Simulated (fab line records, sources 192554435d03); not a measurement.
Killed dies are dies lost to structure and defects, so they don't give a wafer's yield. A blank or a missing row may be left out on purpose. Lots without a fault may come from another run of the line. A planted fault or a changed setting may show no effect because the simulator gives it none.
One fault seen from 2 desks | flow n5_finfet | each desk has only its own numbers; what lay behind them comes last

THE TOOL OWNER'S DESK: litho_track-02
The tool's own readings at N5_MOL_CONTACT_COAG_DEVELOP_83 (develop time 30 s): means of the sampled wafers that have a number, for each lot that ran on this tool. A lot is out of limits, marked OUT, if its mean lies more than 4 standard deviations from the usual mean; the brackets give that distance.
Columns: A = chill_plate_temp_C at N5_MOL_CONTACT_COAG_DEVELOP_83, usual 23.01 C; B = resist_line_temp_C at N5_MOL_CONTACT_COAG_DEVELOP_83, usual 23.00 C
lot  | first seen here | A     | B
L333 | day 5 17:23     | 22.90 | 23.08
L347 | day 9 03:41     | 22.95 | 23.10
L348 | day 9 13:40     | 22.96 | 23.06
L349 | day 9 14:40     | 23.00 | 22.89
L351 | day 10 00:15    | 23.00 | 23.06
L352 | day 10 07:07    | 23.14 | 22.89
This desk's finding: nothing out of limits on any of the 6 lots.

THE METROLOGY DESK
What the gauges read, lot by lot, whatever tool the lot ran on: means of the sampled wafers that have a number. A lot is out of limits, marked OUT, if its mean lies more than 4 standard deviations from the usual mean; the brackets give that distance.
Columns: A = MD_CAP_THK at N5_MOL_CONTACT_COAG_THK_MEAS_29, usual 17.89 nm
lot  | first seen here | A
L332 | day 5 08:28     | 17.95
L333 | day 5 16:25     | 17.87
L335 | day 6 02:53     | 17.83
L336 | day 6 08:20     | 17.82
L337 | day 6 12:08     | 17.80
L345 | day 8 16:26     | 17.85
L346 | day 9 01:03     | 17.93
L347 | day 9 02:28     | 18.00
L348 | day 9 12:43     | 17.90
L349 | day 9 13:48     | 17.81
L350 | day 9 22:07     | 17.92
L351 | day 9 23:25     | 18.01
L352 | day 10 06:04    | 17.80
L353 | day 10 12:24    | 17.93
L354 | day 10 23:42    | 17.88
This desk's finding: nothing out of limits on any of the 15 lots.

PUT TOGETHER
The tool owner's desk saw nothing out of limits.
The metrology desk saw nothing out of limits.

WHAT THE SIMULATOR HAD PUT IN
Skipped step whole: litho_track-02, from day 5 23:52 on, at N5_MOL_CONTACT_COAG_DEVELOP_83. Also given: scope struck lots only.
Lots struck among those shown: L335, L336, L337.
